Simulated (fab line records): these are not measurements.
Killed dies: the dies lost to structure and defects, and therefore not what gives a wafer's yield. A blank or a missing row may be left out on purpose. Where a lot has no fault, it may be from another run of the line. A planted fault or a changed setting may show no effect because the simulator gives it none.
Struck lot and sound lot, side by side -- flow n5Finfet -- 19 steps out of a route of 1938
Sound: the wafers L370.2, L370.5, L370.6. The struck wafers were L360.1, L360.3, L360.5. The cause is named last.
Each step with rows lists, per side, the tool, then ch with its chambers, then its first start. Under that, the readings that differ: sound wafers -- struck wafers -- difference of the means -- sigmas: that difference in standard deviations of wafers without a fault.
alike: words and numbers the same on both sides, and readings whose means are apart by under 2 such deviations; not compared: readings that were withheld, readings missing a value for some wafer, numbers with overlapping values and no deviation given by the record, and bounds like >300 which may hide the same value.
The two part at a step that has a row with sigmas, a row that says differs or no value, or rows on one side only. Non-overlapping numbers with no deviation appear without sigmas and do not part them. Lack of a reading on every wafer of one side parts them only where that side has two or more wafers.

N5_FIN_SAQP_INSPECT_18: inspects for defects (brightfield).
  sound: defectInspect-02 at day 6 16:36; struck: defectInspect-02 at day 4 06:49
  alike: rawDefectCount
then, 4 steps without rows for these wafers: N5_FIN_SAQP_DESCUM_21 (chemistry O2, time 7.9 s); N5_FIN_SAQP_ETCH_51 (etches SiARC in CF4, target depth 45.5 nm, time 75.8 s); N5_FIN_SAQP_ETCH_52 (etches SOC in N2/H2, target depth 100 nm, overetch 20 nm, time 150 s); N5_FIN_SAQP_STRIP_53 (strips in N2/H2).
N5_FIN_SAQP_HM_OPEN_73: chemistry CHF3/O2, target SiO2, stops on a-Si, target depth 12 nm, time 16.8 s.
  sound on rieDiel-06 ch 0,3, day 6 17:13; struck on rieDiel-02 ch 1,2,3, day 4 07:03
reading,sound,struck,difference,sigmas
throttleValvePct (%),19.08 19.22 19.07,18.89 18.49 18.63,-0.45,-2
  alike: drypumpMotorCurrentA, oes_f_703_au, oesProductAu, rfVppV, showerheadPlenumPTorr
  not compared: rfHoursCounterH
then, 1 step without rows for these wafers: N5_FIN_SAQP_STRIP_74 (strips in CHF3/O2).
N5_FIN_SAQP_MANDREL_ETCH_22: etches a-Si in HBr/Cl2, stops on SiNx, target depth 60 nm, bt time 10 s, time 30 s.
  sound on rieSi-03 ch 1,2,3, day 6 17:18; struck on rieSi-02 ch 0,2,3, day 4 07:08
  alike: drypumpMotorCurrentA, heBacksideLeakSccm, oesProductAu, throttleValvePct
  not compared: rfHoursCounterH
N5_FIN_SAQP_STRIP_55: strips in N2/H2.
  sound on rieDiel-01 ch 0,1,3, day 6 17:24; struck on rieDiel-02 ch 0,1, day 4 07:15
  alike: drypumpMotorCurrentA, n2FlowSccm, oesProductAu, rfVppV, showerheadPlenumPTorr, throttleValvePct
  not compared: rfHoursCounterH
then, 2 steps without rows for these wafers: N5_FIN_SAQP_STRIP_23 (strips in SPM, time 750 s); N5_FIN_SAQP_SRD_66 (time 30 s).
N5_FIN_SAQP_RECESS_75: chemistry HF/NH3, target SiO2, target depth 14.4 nm, afs cycles 3, sublimation time 60 s.
  sound on vaporEtch-02 ch 0,1, day 6 17:56; struck on vaporEtch-02 ch 0, day 4 07:35
  alike: drypumpMotorCurrentA
N5_FIN_SAQP_SPACER1_ALD_24: deposits SiO2, target thk 20.3 nm, pulse time 1 s, purge time 2 s.
  sound on aldSin-03 ch 1,2, day 6 18:19; struck on aldSin-01 ch 0,3, day 4 08:44
reading,sound,struck,difference,sigmas
susceptorTempC (C),300.06 299.82 299.99,291.00 290.89 290.62,-9.12,-51
model.SiO2_of_FIN_SAQP_SPACER1_ALD_24.thkNm (nm),20.4 20.4 20.4,21 21.2 21,+1,
  alike: heaterPowerW, precursorPulseHeightRel
then, 1 step without rows for these wafers: N5_FIN_SAQP_SPACER1_ETCHBACK_25 (etches SiO2 in CHF3/O2, target depth 24.4 nm, time 12.2 s).
N5_FIN_SAQP_MANDREL1_REMOVE_56: chemistry HBr/Cl2/O2, target a-Si, stops on SiNx, bt time 10 s.
  sound on rieSi-06 ch 0,1,3, day 6 19:25; struck on rieSi-06 ch 0,1,2, day 4 09:47
reading,sound,struck,difference,sigmas
model.FIN_SAQP.cdNm (nm),20.2 20.6 20.4,21 21 21.2,+1,
  alike: drypumpMotorCurrentA, heBacksideLeakSccm, oesProductAu, throttleValvePct
  not compared: rfHoursCounterH
N5_FIN_SAQP_CD_MEAS_27 targets a cd of 20 nm.
  sound on cdSem-02 ch 0, day 6 19:31; struck on cdSem-02 ch 0, day 4 09:53
reading,sound,struck,difference,sigmas
cdNm (nm),20.13 20.35 20.66,21.03 20.76 21.40,+0.68,+3
N5_FIN_SAQP_ETCH_57: etches SiNx in CH3F/O2, target depth 32.5 nm, time 46.4 s.
  sound on rieDiel-01 ch 0,1,2, day 6 19:34; struck on rieDiel-02 ch 2,3, day 4 09:56
  alike: drypumpMotorCurrentA, etchRfOnTimeS, oes_f_703_au, oesProductAu, rfVppV, showerheadPlenumPTorr, throttleValvePct
  not compared: rfHoursCounterH
-- a jump in the record: the struck wafers' starts before and after are 6 days apart (it breaks off in module FIN_SAQP and resumes in module BEOL_M4, where the first step shown is number 1111 of the route) --
N5_BEOL_M4_RC_MEAS_101:
  sound on prober-02 ch 0, day 13 02:40; struck on prober-02 ch 0, day 10 21:01
  alike: DIBL_N, DIBL_P, IOFF_N, IOFF_P, ION_N, ION_P, SS_N, SS_P, VT_N, VT_P
-- the record jumps here: 4 days lie between the struck wafers' starts before and after (it left off in module BEOL_M4 and takes up again in module PASSIVATION, whose first step shown is number 1936 of the route) --
N5_PASSIVATION_PROBE_49:
  sound: prober-01 at day 17 11:33; struck: prober-02 at day 15 06:01
  alike: defectLimitedYield, killed_at_M0_to_M3, killed_at_M4_up, killedAtContacts, killedAtFrontEnd, killedAtOther, killedDies, killedOpen, killedShort, sort_bin_4_leakage, sort_bin_5_function, sort_bin_6_memory, sort_bin_8_speed, sortNPass, sortYieldPct

== WHERE THEY PART ==
At N5_FIN_SAQP_HM_OPEN_73 first; at N5_FIN_SAQP_CD_MEAS_27 last (within this record only). Later steps at which nothing parts them and some readings are alike: N5_FIN_SAQP_ETCH_57, N5_BEOL_M4_RC_MEAS_101, N5_PASSIVATION_PROBE_49.

WHY: whatever the simulator had introduced
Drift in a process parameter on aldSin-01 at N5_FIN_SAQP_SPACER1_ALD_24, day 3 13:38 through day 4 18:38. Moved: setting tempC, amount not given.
